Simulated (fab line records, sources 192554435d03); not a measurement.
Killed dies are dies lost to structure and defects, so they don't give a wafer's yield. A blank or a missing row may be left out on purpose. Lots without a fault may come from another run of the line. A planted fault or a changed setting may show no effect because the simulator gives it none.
Chamber matching | flow n5_finfet | N5_BEOL_M7_ETCH_66 on rie_diel-02: 4 sister chambers
The step etches SOC in N2/H2, target depth 80 nm, overetch 16 nm, time 120 s. 8 wafers are shown with their chamber, then 9 later ones without.

WAFERS WITH THEIR CHAMBER
wafer  | chamber | drypump_motor_current_A (A) | throttle_valve_pct (%)
L077.6 | 0       | 5.9                         | 18.21
L079.4 | 1       | 5.2                         | 17.61
L081.1 | 3       | 6.4                         | 17.85
L083.2 | 3       | 6.4                         | 17.86
L083.5 | 2       | 5.7                         | 18.06
L085.3 | 0       | 6.0                         | 17.85
L085.4 | 2       | 5.8                         | 18.07
L085.6 | 1       | 5.2                         | 17.63

WAFERS WITHOUT THEIR CHAMBER
wafer  | drypump_motor_current_A (A) | throttle_valve_pct (%)
L088.3 | 5.9                         | 17.89
L088.4 | 5.2                         | 17.65
L088.6 | 5.9                         | 17.87
L091.1 | 5.2                         | 17.64
L091.3 | 5.8                         | 18.09
L091.6 | 5.2                         | 17.66
L092.2 | 5.9                         | 17.90
L092.4 | 6.4                         | 17.47
L092.6 | 5.2                         | 17.66

WHICH CHAMBER EACH WENT THROUGH
wafer  | from the rows above     | in truth
L088.3 | can't be placed: 0 or 2 | 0
L088.4 | 1                       | 1
L088.6 | can't be placed: 0 or 2 | 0
L091.1 | 1                       | 1
L091.3 | 2                       | 2
L091.6 | 1                       | 1
L092.2 | can't be placed: 0 or 2 | 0
L092.4 | 3                       | 3
L092.6 | 1                       | 1
Placed correctly: 6 of 9. Can't be placed from these rows: 3 (the true chamber is among the candidates in 3). Placed wrongly: 0.
How it was worked out, from the rows above alone: a wafer's distance from a chamber is the root of the sum, over the readings, of the square of ((its reading less the chamber's mean) divided by the reading's scatter). The wafer belongs to the nearest chamber; if the next one is less than 2 further off, it can't be placed. A chamber's mean is the mean of its shown wafers. The scatter: the root of (the sum of the squares of (reading less its chamber's mean) over the shown wafers, divided by (wafers less chambers)).
